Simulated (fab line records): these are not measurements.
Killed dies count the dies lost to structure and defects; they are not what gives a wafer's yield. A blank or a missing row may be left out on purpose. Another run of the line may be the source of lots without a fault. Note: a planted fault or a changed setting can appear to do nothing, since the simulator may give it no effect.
Matching of chambers ; flow nand_harc ; 4 sister chambers for NHARC_A_BLC_STRIP_21 on rie_diel-06
The step strips in O2. 42 wafers are shown with their chamber, then 12 later ones without.

WAFERS WITH THEIR CHAMBER
wafer;chamber;showerhead_plenum_p_Torr (Torr);drypump_motor_current_A (A);oes_product_au (a.u.)
L074.1;0;3.69;5.4;0.984
L074.3;3;3.35;5.3;1.010
L074.6;2;3.43;6.0;0.974
L075.3;3;3.35;5.3;1.002
L075.4;1;3.52;5.8;0.990
L075.6;3;3.35;5.3;1.004
L075.1;2;3.43;6.0;0.975
L075.2;0;3.69;5.4;0.987
L075.5;0;3.69;5.3;0.981
L077.1;1;3.52;5.8;1.009
L077.2;3;3.35;5.3;1.014
L077.3;2;3.43;6.0;0.986
L076.2;1;3.52;5.8;1.013
L076.3;3;3.35;5.3;1.013
L076.5;0;3.69;5.4;0.998
L080.1;1;3.52;5.8;0.997
L080.3;0;3.69;5.4;0.979
L080.6;0;3.69;5.4;0.980
L083.1;1;3.52;5.8;0.996
L083.3;3;3.35;5.3;0.999
L083.4;2;3.43;6.0;0.976
L082.2;0;3.69;5.3;0.990
L082.4;3;3.35;5.3;0.988
L082.6;3;3.35;5.3;1.004
L086.1;2;3.43;6.1;0.986
L086.5;0;3.69;5.3;0.984
L086.6;1;3.52;5.8;1.003
L085.1;1;3.52;5.8;0.985
L085.5;2;3.43;6.0;0.992
L085.6;1;3.52;5.8;1.001
L085.2;2;3.42;6.0;0.985
L085.3;3;3.35;5.2;1.008
L085.4;0;3.69;5.4;0.975
L093.1;1;3.51;5.8;0.996
L093.3;0;3.69;5.3;0.989
L093.6;2;3.42;6.1;0.976
L093.2;3;3.35;5.3;0.994
L093.4;2;3.42;6.0;0.981
L093.5;1;3.51;5.8;0.989
L094.2;3;3.35;5.3;0.996
L094.4;1;3.51;5.8;0.992
L094.6;3;3.35;5.3;0.998

SIGNATURES, as means of the wafers listed above
reading;chamber 0;chamber 1;chamber 2;chamber 3;scatter within a chamber
showerhead_plenum_p_Torr;3.6900;3.5173;3.4267;3.3500;0.00332
drypump_motor_current_A;5.360;5.800;6.022;5.292;0.0358
oes_product_au;0.98470;0.99736;0.98122;1.00250;0.0075
Rule: for a wafer and a chamber, the distance is found by dividing, reading by reading, the gap between the wafer's reading and the chamber's mean by the reading's scatter, squaring, summing and taking the root. If the next closest chamber is less than 2 further off than the closest, the wafer can't be placed; otherwise it belongs to the closest. The scatter is the square root of a quotient: the sum, over the shown wafers, of each reading's squared deviation from its chamber's mean, divided by wafers minus chambers.

WAFERS WITH NO CHAMBER GIVEN
wafer;showerhead_plenum_p_Torr (Torr);drypump_motor_current_A (A);oes_product_au (a.u.)
L095.2;3.68;5.4;0.973
L095.3;3.34;5.3;0.988
L095.5;3.51;5.8;0.988
L096.4;3.51;5.8;0.993
L096.5;3.42;6.0;0.970
L096.6;3.51;5.8;0.994
L096.1;3.34;5.3;0.980
L096.2;3.42;6.0;0.975
L096.3;3.68;5.3;0.982
L097.2;3.42;6.0;0.964
L097.4;3.34;5.3;0.985
L097.6;3.42;6.0;0.957

WHICH CHAMBER EACH WENT THROUGH
wafer;from the rows above;in truth
L095.2;0;0
L095.3;3;3
L095.5;1;1
L096.4;1;1
L096.5;2;2
L096.6;1;1
L096.1;3;3
L096.2;2;2
L096.3;0;0
L097.2;2;2
L097.4;3;3
L097.6;2;2
Placed correctly: 12 of 12. Number that these rows cannot place: 0. 0 placed wrongly.
